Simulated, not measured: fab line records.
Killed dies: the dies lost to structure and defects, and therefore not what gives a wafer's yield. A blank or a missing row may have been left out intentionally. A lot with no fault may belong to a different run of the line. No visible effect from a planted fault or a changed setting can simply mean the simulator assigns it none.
Code-filled problem report in 8D (eight disciplines) form ; flow n5 finfet ; the parts of the form that need people (team, actions taken, sign-off) are left out

## 1. THE ISSUE
At N5_PASSIVATION_PROBE_49, killed_at_M4_up averages 166 over 4 wafers from 3 lots, while fault-free wafers read 14, standard deviation 5.2. That is +29 standard deviations from the usual mean.
First seen on wafer L585.3, day 15 11:08, on prober-01. At this step, 22 wafers from 9 lots have a number in the record. The rule behind "out" and "out of limits": a value lying over 4 standard deviations away from the usual mean. The rest of the wafers with a number are treated as sound.

## 2. WHAT IT IS AND WHAT IT IS NOT
question;is;is not
which readings at this step;killed_at_M4_up, defect limited yield, killed dies, sort_bin_5_function, sort n pass, sort yield pct;killed_at_M0_to_M3, killed at contacts, killed at front end, killed short, sort_bin_8_speed
which lots;L585, L586, L587;L577, L591, L592, L594, L595, L597
which wafers of those lots;L585.3, L586.3, L587.1, L587.5;L585.1, L585.4, L586.1, L586.5, L587.3
read on which tools;prober-01, prober-02;-
when;from day 15 11:08;"up to then (4 sound wafers); but 14 sound wafers of L585, L586, L587, L591, L592, L594, L595, L597 came after"

## 3. THE SUSPECTS, EACH WITH WHAT RULES IT OUT
Counting: if a tool at a process step up to the reading ran every lot that is out, it stays a suspect. Sound lots after the first of them don't rule it out here, since some wafers of a struck lot are sound.
- pvd sputter-02 at N5_BEOL_M9_PRE_CLEAN_45 (time 30 s): kept. Ran every lot that is out, first one L586 (day 12 10:16); last sound lot up to then L577 (day 10 00:35).
Remaining after the count: pvd sputter-02 at N5_BEOL_M9_PRE_CLEAN_45.

## 4. THE CAUSE (what the simulator had put in)
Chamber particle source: pvd sputter-02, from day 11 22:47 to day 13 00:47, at N5_BEOL_M9_PRE_CLEAN_45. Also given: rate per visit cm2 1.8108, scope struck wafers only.
Only this tool survived the counting.

## 5. THE CHAIN OF EFFECTS, in route order
Each row: a reading whose mean over the struck wafers that have a number lies more than 3 standard deviations from the usual. Only readings for which the record gives a usual standard deviation are gone through. hours: the time from each lot's start at the first step in this table that gives one to its start at this step, as a median over the lots. sigmas: the change in usual standard deviations.
hours;step;reading;usual;on struck wafers;change;sigmas
0;N5_PASSIVATION_PROBE_49;defect limited yield;91.5 %;80.0;-11.5;-7.7
0;N5_PASSIVATION_PROBE_49;killed_at_M4_up;14;166;+152;+29
0;N5_PASSIVATION_PROBE_49;killed dies;100;236;+136;+7.6
0;N5_PASSIVATION_PROBE_49;sort_bin_5_function;5.0 %;12.0;+7.0;+7.0
0;N5_PASSIVATION_PROBE_49;sort n pass;1080;944;-136;-7.6
0;N5_PASSIVATION_PROBE_49;sort yield pct;91.5 %;80.0;-11.5;-7.7
It contains these process steps:
- N5_PASSIVATION_PROBE_49

## 6. WHAT WOULD HAVE CAUGHT IT SOONER
84 hours passed between the start of the fault at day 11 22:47 and the first reading out of limits in this record, taken at day 15 11:08.
Of the tool readings at N5_BEOL_M9_PRE_CLEAN_45 for which the record gives a usual standard deviation, none was out on any struck wafer, so an alarm limit of 4 standard deviations on them would not have fired.
Each of the lots that are out, 3 in all, had begun N5_BEOL_M9_PRE_CLEAN_45 on pvd sputter-02 no later than day 15 11:08. A hold on the tool at that time would have spared none of them.
